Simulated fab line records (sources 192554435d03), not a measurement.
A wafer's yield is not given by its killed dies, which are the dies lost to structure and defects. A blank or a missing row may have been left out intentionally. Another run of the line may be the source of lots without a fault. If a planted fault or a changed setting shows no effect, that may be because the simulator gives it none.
fab line records	flow n5_finfet
record: lots: 5	wafers: 15	last_day: 16
route steps=1938 shown BEOL_M3@1011 BEOL_M4@1021 PASSIVATION@1936
lots with no fault: from the same line, run without faults
start_h: hours from the record's first day to the start of the lot's first wafer shown	wait_h: how many hours have passed since the lot's step before this one	" the same as in the row above	L1.1+2: one row covering several wafers at once	- either no value or no given start	* or withheld: withheld	< > ~ a bound
route shown NAME@n: a module of which the file shows steps, and the number in the route of the first	usual: average and standard deviation across the fault-free wafers	same: alike in all rows	chamber/n: place in a boat	sites: each site's reading	_std_site: standard deviation of those values	_edge_site: outer sites' mean less inner sites'	radius_mm: for every site, how far away it sits from the centre of the wafer	mask NAME#n: copy n	behind: the tool/chamber that last shaped the wafer	hold: what put the lot on hold/how long, in hours/how the hold closed	device: names the non-switching transistor (n, p or np)	end of line: the same wafers' tests at the end of the route	where a step has no rows: the recipe by itself	killed: count of dies lost to structure and defects at first sort (not the wafer's yield)	map: per-die view of a wafer (x killed, . not killed, _ where there is no die)
set.NAME: the setting the step ran with; set.NAME@STEP: the setting that earlier step ran with	model.NAME: the simulator's own value behind a step, which no gauge read
a table for each step, a row for each wafer; lots at some steps of the route
services: when a tool's chamber went out of use (start_h, in hours from the record's first day, below 0 if earlier), for how many hours, and the reason
== steps ==
step: N5_BEOL_M3_ECD_50
recipe: material: Cu	target_thk_a: 3000
step: N5_BEOL_M3_ANNEAL_51
recipe: temp_c: 225	time_s: 90	ambient: N2
step: N5_BEOL_M3_CMP_52
recipe: stop_on: SiOC	t_overpolish_s: 6.8	down_force_psi: 1	platen_rpm: 50	clearing_platen_down_force_psi: 1.5	clearing_platen_rpm: 50	post_cmp_clean: cu_alkaline	target_thk_nm: 40	clearing_platen_pad_velocity_m_s: 0.99484	pad_velocity_m_s: 0.99484
step: N5_BEOL_M3_PRE_CLEAN_60
recipe: gas: NH3/H2	time_s: 15	temp_c: *	rf_power_w: 300
step: N5_BEOL_M3_CO_CAP_55
recipe: material: Co	target_thk_a: 20	temp_c: 200	precursor: CCTBA/H2	pressure_torr: 30	time_s: 102.1
step: N5_BEOL_M3_PRE_CLEAN_56
recipe: gas: NH3	time_s: 15	temp_c: withheld	rf_power_w: 300
step: N5_BEOL_M3_DEP_57
recipe: material: SiCN	target_thk_a: 80	temp_c: withheld	precursor: 3MS/NH3	pressure_torr: 3	rf_w: 202	time_s: 14
step: N5_BEOL_M4_ILD_DEP_00
recipe: material: SiOC	target_thk_a: 790	temp_c: 350	precursor: DEMS/O2	pressure_torr: 5	rf_w: 500	time_s: 15.3
step: N5_BEOL_M4_PECVD_72
recipe: material: SiO2	target_thk_a: 160	temp_c: 400	precursor: TEOS/O2	pressure_torr: 5.5	rf_w: 450	teos_flow_sccm: 53.8	gas: O2	flow_sccm: 3000	time_s: 18
usual: heater_power_w: 708/87	showerhead_plenum_p_Torr: 8.78/0.058	throttle_valve_pct: 22.9/1.8
lot.wafer	tool	chamber	start_h	wait_h	heater_power_w	showerhead_plenum_p_Torr	throttle_valve_pct	model.SiO2_of_BEOL_M4_PECVD_72.thk_nm
L786.3	pecvd-01	0	226.07	0.0	881	8.82	26.7	15.8
L786.5	"	1	"	"	705	8.77	22.8	15.8
L786.6	"	2	"	"	546	8.68	22.6	16
L787.4	pecvd-02	2	228.80	0.1	651	8.77	21.5	16.4
L787.5	"	2	"	"	670	8.76	21.6	16.6
L787.6	"	0	"	"	774	8.89	22.4	16.4
L791.2	pecvd-01	2	249.19	0.0	599	8.68	22.2	18.8
L791.5	"	2	"	"	605	8.68	22.6	19.2
L791.6	"	0	"	"	748	8.81	26.7	16.2
L792.2	pecvd-01	2	258.63	0.0	578	8.71	22.6	19
L792.4	"	2	"	"	580	8.68	22.6	19
L792.5	"	2	"	"	582	8.69	22.8	19
L793.1	pecvd-01	2	259.02	0.0	612	8.69	22.7	18.6
L793.3	"	2	"	"	609	8.68	22.5	19
L793.6	"	0	"	"	745	8.79	26.6	16.2
step: N5_BEOL_M4_HM_DEP_02
recipe: material: TiN	target_thk_a: 200	temp_c: 25	chamber_pressure_pa: 0.49996
step: N5_BEOL_M4_COAT_61
recipe: resist: SOC	temp_c: 250	time_s: 60	spin_rpm: 1500	resist_thk_nm: 60
step: N5_BEOL_M4_COAT_62
recipe: resist: SiARC	temp_c: 220	time_s: 60	spin_rpm: 1500	resist_thk_nm: 12
step: N5_BEOL_M4_COAT_73
recipe: resist: underlayer	temp_c: 205	time_s: 60	spin_rpm: 1500	resist_thk_nm: 5
step: N5_BEOL_M4_COAT_05
recipe: resist: CAR-EUV	spin_rpm: 1500	resist_thk_nm: 30
step: N5_BEOL_M4_EBR_07
recipe: solvent: PGMEA	ebr_width_mm: 1.5
step: N5_BEOL_M4_SOFTBAKE_06
recipe: temp_c: 110	time_s: 60	resist: CAR-EUV
step: N5_BEOL_M4_EXPOSE_08
recipe: mask_id: M4	na: 0.33	source_shape: dipole	sigma_inner: 0.369	sigma_outer: 0.767	polarization: unpolarized	dose_mj: 41.25
step: N5_BEOL_M4_PEB_09
recipe: peb_temp_c: 100	peb_time_s: 60	resist: CAR-EUV
step: N5_BEOL_M4_DEVELOP_10
recipe: develop_time_s: 30	developer: TMAH	resist: CAR-EUV	rinse_liquid: surfactant_rinse	dry: air_spin	dev_temp_c: 23
step: N5_BEOL_M4_DESCUM_16
recipe: chemistry: O2	time_s: 7	source_power_w: 50	bias_power_w: 20	pressure_mtorr: 20	rf_frequency_hz: 2.712e+07	temp_c: 40	resist: CAR-EUV	o2_flow_sccm: 225
step: N5_BEOL_M4_ETCH_74
recipe: chemistry: N2/H2	target: underlayer	target_depth_a: 65	mask_material: CAR-EUV	time_s: 5.2	ion_energy_ev: 200	pressure_mtorr: 30	source_w: 840	bias_w: 150	n2_flow_sccm: 200	h2_flow_sccm: 200	ends: cleared
step: N5_BEOL_M4_ETCH_63
recipe: chemistry: CF4	target: SiARC	target_depth_a: 156	mask_material: CAR-EUV	time_s: 26	ion_energy_ev: 80	pressure_mtorr: 40	source_w: 545	bias_w: 36	Ar_flow_sccm: 100	cf4_flow_sccm: 100	ends: cleared
step: N5_BEOL_M4_ETCH_64
recipe: chemistry: N2/H2	target: SOC	target_depth_a: 750	overetch_a: 225	mask_material: SiARC	temp_c: 40	time_s: 121.9	ion_energy_ev: 200	pressure_mtorr: 30	source_w: 840	bias_w: 150	n2_flow_sccm: 200	h2_flow_sccm: 200
step: N5_BEOL_M4_STRIP_65
recipe: chemistry: N2/H2	temp_c: 40	n2_flow_sccm: 200	h2_flow_sccm: 200	rf_frequency_hz: 6e+07
step: N5_BEOL_M4_STRIP_75
recipe: chemistry: N2/H2	temp_c: 40	n2_flow_sccm: 200	h2_flow_sccm: 200	rf_frequency_hz: 6e+07
step: N5_BEOL_M4_STRIP_66
recipe: chemistry: CF4	resist: SiARC	power_w: 300	bias_power_w: 75	pressure_mtorr: 50	cf4_flow_sccm: 150	rf_frequency_hz: 6e+07
step: N5_BEOL_M4_HM_OPEN_17
recipe: chemistry: Cl2/BCl3	target_depth_a: 200	overetch_a: 60	target: TiN	mask_material: SOC	ion_energy_ev: 150	pressure_mtorr: 10	icp_w: 1000	bias_w: 126	Cl2_flow_sccm: 53.25	bcl3_flow_sccm: 21.75	Ar_flow_sccm: 25
step: N5_BEOL_M4_STRIP_19
recipe: chemistry: O2	power_w: 400	temp_c: 40	pressure_mtorr: 30	rf_frequency_hz: 6e+07	bias_power_w: 0	overash_fraction: 0.2	o2_flow_sccm: 225
step: N5_BEOL_M4_COAT_67
recipe: resist: SOC	temp_c: 250	time_s: 60	spin_rpm: 1500	resist_thk_nm: 60
step: N5_BEOL_M4_COAT_68
recipe: resist: SiARC	temp_c: 220	time_s: 60	spin_rpm: 1500	resist_thk_nm: 12
step: N5_BEOL_M4_COAT_76
recipe: resist: underlayer	temp_c: 205	time_s: 60	spin_rpm: 1500	resist_thk_nm: 5
step: N5_BEOL_M4_COAT_22
recipe: resist: CAR-EUV	spin_rpm: 1500	resist_thk_nm: 30
step: N5_BEOL_M4_EBR_24
recipe: solvent: PGMEA	ebr_width_mm: 1.5
step: N5_BEOL_M4_SOFTBAKE_23
recipe: temp_c: 110	time_s: 60	resist: CAR-EUV
step: N5_BEOL_M4_HM_STRIP_39
recipe: chemistry: peroxide_tin_strip	material: TiN	target_depth_a: 250	temp_c: 50	time_s: 158
usual: temp_c: 50.00/0.11
same: time_s: 158
lot.wafer	tool	chamber	start_h	wait_h	temp_c	model.SiO2_of_BEOL_M4_PECVD_72.thk_nm
L786.3	wet_bench-03	5	236.39	0.0	49.94	15.6
L786.5	"	7	"	"	49.95	15.6
L786.6	"	1	"	"	49.95	15.8
L787.4	wet_bench-04	6	236.42	0.0	50.02	16.4
L787.5	"	7	"	"	49.89	16.4
L787.6	"	0	"	"	49.97	16.2
L791.2	wet_bench-04	1	254.73	0.0	50.21	18.6
L791.5	"	4	"	"	49.83	19
L791.6	"	2	"	"	50.10	16.2
L792.2	wet_bench-04	3	272.25	0.0	49.79	18.8
L792.4	"	7	"	"	50.08	18.8
L792.5	"	6	"	"	49.92	18.8
L793.1	wet_bench-03	5	272.50	0.0	49.98	18.6
L793.3	"	1	"	"	50.02	18.8
L793.6	"	2	"	"	50.04	16
step: N5_BEOL_M4_CMP_52
recipe: stop_on: SiOC	t_overpolish_s: 6.8	down_force_psi: 1	platen_rpm: 50	clearing_platen_down_force_psi: 1.5	clearing_platen_rpm: 50	post_cmp_clean: cu_alkaline	target_thk_nm: 40	clearing_platen_pad_velocity_m_s: 0.99484	pad_velocity_m_s: 0.99484
usual: barrier_field_endpoint_s: 24.7/0.64	clearing_platen_rpm: 50.001/0.029	motor_current_A: 6.3/0.65
lot.wafer	tool	chamber	start_h	wait_h	barrier_field_endpoint_s	clearing_platen_rpm	motor_current_A
L786.3	cmp-04	3	239.84	0.2	24.9	50.009	7.3
L786.5	"	2	"	"	23.6	50.026	5.3
L786.6	"	3	"	"	25.3	50.031	6.9
L787.4	cmp-03	1	240.61	0.6	25.3	49.968	6.8
L787.6	"	2	"	"	24.7	50.058	6.5
L787.5	"	3	"	"	24.4	50.024	7.5
L791.2	cmp-04	0	259.33	0.3	27.8	49.960	6.0
L791.6	"	1	"	"	25.0	49.994	6.1
L791.5	"	2	"	"	27.7	50.047	5.4
L792.2	cmp-03	1	275.70	0.2	29.0	49.949	7.1
L792.4	"	0	"	"	28.9	49.961	5.3
L792.5	"	1	"	"	29.0	49.995	7.1
L793.1	cmp-01	2	276.93	0.3	27.4	50.012	6.2
L793.3	"	0	"	"	27.7	50.012	6.3
L793.6	"	2	"	"	24.2	49.995	6.4
step: N5_BEOL_M4_RC_MEAS_101
usual: DIBL_N: 35.3/1.5	DIBL_P: 35.3/1.9	IOFF_N: 0.145/0.027	IOFF_P: 0.20/0.033	ION_N: 670/12	ION_P: 462/6.8	SS_N: 71.3/0.6	SS_P: 73.1/0.7	VT_N: 251/3.4	VT_P: -251/3.2
lot.wafer	tool	chamber	start_h	wait_h	DIBL_N[mV/V]	DIBL_P[mV/V]	IOFF_N[nA/um]	IOFF_P[nA/um]	ION_N[uA/um]	ION_P[uA/um]	SS_N[mV/dec]	SS_P[mV/dec]	VT_N[mV]	VT_P[mV]
L786.3	prober-01	0	240.75	0.3	35.7	36.0	0.161	0.23	686	473	72.8	73.6	251	-247
L786.5	"	0	"	"	33.6	33.5	0.127	0.19	669	464	71.7	71.9	253	-250
L786.6	"	0	"	"	36.8	36.4	0.163	0.23	661	463	72.3	73.4	251	-249
L787.4	prober-02	0	241.56	0.5	32.5	33.7	0.116	0.19	659	465	70.3	72.5	253	-248
L787.5	"	0	"	"	31.9	32.3	0.105	0.17	648	457	71.1	72.1	253	-252
L787.6	"	0	"	"	34.4	33.9	0.126	0.18	656	453	71.3	72.2	256	-253
L791.2	prober-01	0	260.03	0.2	33.8	35.2	0.119	0.18	666	464	70.2	72.4	252	-253
L791.5	"	0	"	"	36.4	36.7	0.158	0.21	674	464	72.0	73.4	253	-250
L791.6	"	0	"	"	32.1	32.6	0.091	0.14	654	457	70.6	72.3	258	-255
L792.2	prober-02	0	276.58	0.2	38.2	38.7	0.176	0.23	680	460	72.5	73.1	249	-249
L792.4	"	0	"	"	37.3	36.7	0.167	0.21	674	458	71.6	74.2	253	-251
L792.5	"	0	"	"	36.0	36.0	0.145	0.20	665	457	71.3	73.6	251	-252
L793.1	prober-01	0	277.53	0.0	35.3	34.7	0.162	0.21	678	466	71.5	73.7	248	-251
L793.3	"	0	"	"	36.4	35.0	0.179	0.22	690	465	71.5	73.6	247	-252
L793.6	"	0	"	"	34.8	33.2	0.136	0.18	666	465	71.2	72.9	252	-251
step: N5_PASSIVATION_PROBE_49
usual: defect_limited_yield: 91.2/1.5	killed_at_M0_to_M3: 34/11	killed_at_M4_up: 14/5.4	killed_at_contacts: 12/5.9	killed_at_front_end: 40/12	killed_at_other: 4/3.3	killed_dies: 103/18	killed_open: 68/13	killed_short: 34/7.5	sort_bin_5_function: 5.1/1	sort_bin_6_memory: 3.3/0.7	sort_n_pass: 1076/18	sort_yield_pct: 91.2/1.5
same: gross_dies: 1180	killed_at_back_side: 0	sort_bin_4_leakage[%]: 0	sort_bin_8_speed[%]: 0
lot.wafer	tool	chamber	start_h	wait_h	defect_limited_yield[%]	killed_at_M0_to_M3	killed_at_M4_up	killed_at_contacts	killed_at_front_end	killed_at_other	killed_dies	killed_open	killed_short	sort_bin_5_function[%]	sort_bin_6_memory[%]	sort_n_pass	sort_yield_pct[%]
L786.3	prober-01	-	347.17	0.1	93.4	29	15	6	27	1	78	55	22	4.1	2.5	1102	93.4
L786.5	prober-01	-	347.27	0.2	91.8	31	9	9	44	4	97	65	32	4.5	3.4	1083	91.8
L786.6	prober-01	-	347.32	0.3	90.8	29	14	15	49	1	108	78	30	6.2	2.8	1072	90.8
L792.2	prober-02	-	391.11	0.1	91.7	29	14	14	39	2	98	77	20	3.9	4.2	1082	91.7
L792.4	prober-02	-	391.21	0.2	93.0	27	9	1	45	1	83	59	24	3.9	2.9	1097	93.0
L792.5	prober-02	-	391.26	0.2	92.6	31	9	11	35	1	87	61	26	3.9	3.3	1093	92.6
killed by level:class
L786.3 STI_FIN_REVEAL:geometric_particle:open=7 FIN_SAQP:geometric_particle:open=6 FIN_SAQP:geometric_particle:short=6 BEOL_M3:geometric_particle:open=6 MOL_CONTACT_COAG:geometric_particle:open=5 BEOL_M1:geometric_particle:open=5 BEOL_M5:geometric_particle:open=5 BEOL_M2:geometric_particle:open=4
L786.5 BEOL_M2:geometric_particle:open=12 FIN_SAQP:geometric_particle:short=8 FIN_SAQP:geometric_particle:open=7 MOL_CONTACT_COAG:geometric_particle:open=7 STI_FIN_REVEAL:geometric_particle:open=6 BEOL_M1:geometric_particle:open=6 BEOL_M4:geometric_particle:open=6 FIN_CUT:geometric_particle:short=5
L786.6 STI_FIN_REVEAL:geometric_particle:open=15 MOL_CONTACT_COAG:geometric_particle:open=12 FIN_SAQP:geometric_particle:open=10 BEOL_M0_SAQP:geometric_particle:open=8 FIN_SAQP:geometric_particle:short=7 BEOL_M3:geometric_particle:open=5 BEOL_M0_SAQP:geometric_particle:short=5 BEOL_M4:geometric_particle:open=5
L792.2 STI_FIN_REVEAL:geometric_particle:open=11 MOL_CONTACT_COAG:geometric_particle:open=11 BEOL_M2:geometric_particle:open=9 FIN_SAQP:geometric_particle:open=8 BEOL_M3:geometric_particle:open=8 BEOL_M4:geometric_particle:open=8 STARTING-WAFER:geometric_particle:short=6 BEOL_M0_SAQP:geometric_particle:open=4
L792.4 FIN_SAQP:geometric_particle:open=14 STI_FIN_REVEAL:geometric_particle:open=7 FIN_SAQP:geometric_particle:short=6 BEOL_M0_SAQP:geometric_particle:short=6 BEOL_M2:geometric_particle:open=6 BEOL_M3:geometric_particle:open=6 BEOL_M0_SAQP:geometric_particle:open=4 STARTING-WAFER:geometric_particle:open=4
L792.5 FIN_SAQP:geometric_particle:open=10 MOL_CONTACT_COAG:geometric_particle:open=8 BEOL_M0_SAQP:geometric_particle:open=8 BEOL_M3:geometric_particle:open=7 STI_FIN_REVEAL:geometric_particle:open=5 DUMMY_GATE:geometric_particle:open=5 BEOL_M0_SAQP:geometric_particle:short=5 FIN_SAQP:geometric_particle:short=4
== services ==
tool	chamber	start_h	hours	kind
pecvd-02	1	205.32	29.0	repair
cmp-01	-	211.09	4.0	pm
cmp-01	-	215.09	-	consumable_replace:conditioner
cmp-01	-	215.09	-	consumable_replace:pad
cmp-03	-	223.88	5.6	pm
cmp-04	-	225.29	3.4	repair
cmp-01	-	226.01	2.9	repair
cmp-04	-	234.57	4.0	pm
pecvd-01	1	235.83	46.6	repair
cmp-04	-	238.57	-	consumable_replace:conditioner
cmp-04	-	238.57	-	consumable_replace:pad
pecvd-02	-	241.27	0.6	repair
cmp-03	-	245.63	6.0	pm
pecvd-02	2	258.87	2.1	scheduled_down
pecvd-01	-	271.40	0.5	repair
pecvd-01	2	273.42	4.2	repair
== key ==
first_sign: step: N5_BEOL_M4_CMP_52	reading: barrier_field_endpoint_s	direction: up	sigmas: 5.4	usual: 24.7	struck: 28.2
effect none on later readings
model_effect: step: N5_BEOL_M4_PECVD_72	value: SiO2_of_BEOL_M4_PECVD_72.thk_nm	without: 16.17	struck: 18.94
model_effect: step: N5_BEOL_M4_HM_STRIP_39	value: SiO2_of_BEOL_M4_PECVD_72.thk_nm	without: 15.97	struck: 18.77
met_at N5_BEOL_M4_PECVD_72
struck_wafers L791.2,L791.5,L792.2,L792.4,L792.5,L793.1,L793.3
onset_between 226.07 249.19
fault: kind: process_parameter_drift	tool: pecvd-01	chamber: 2	onset_h: 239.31	steps: N5_BEOL_M4_PECVD_72	channel: time_s	offset: *	shape: step	end_h: 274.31	acts_in: *	stated: *
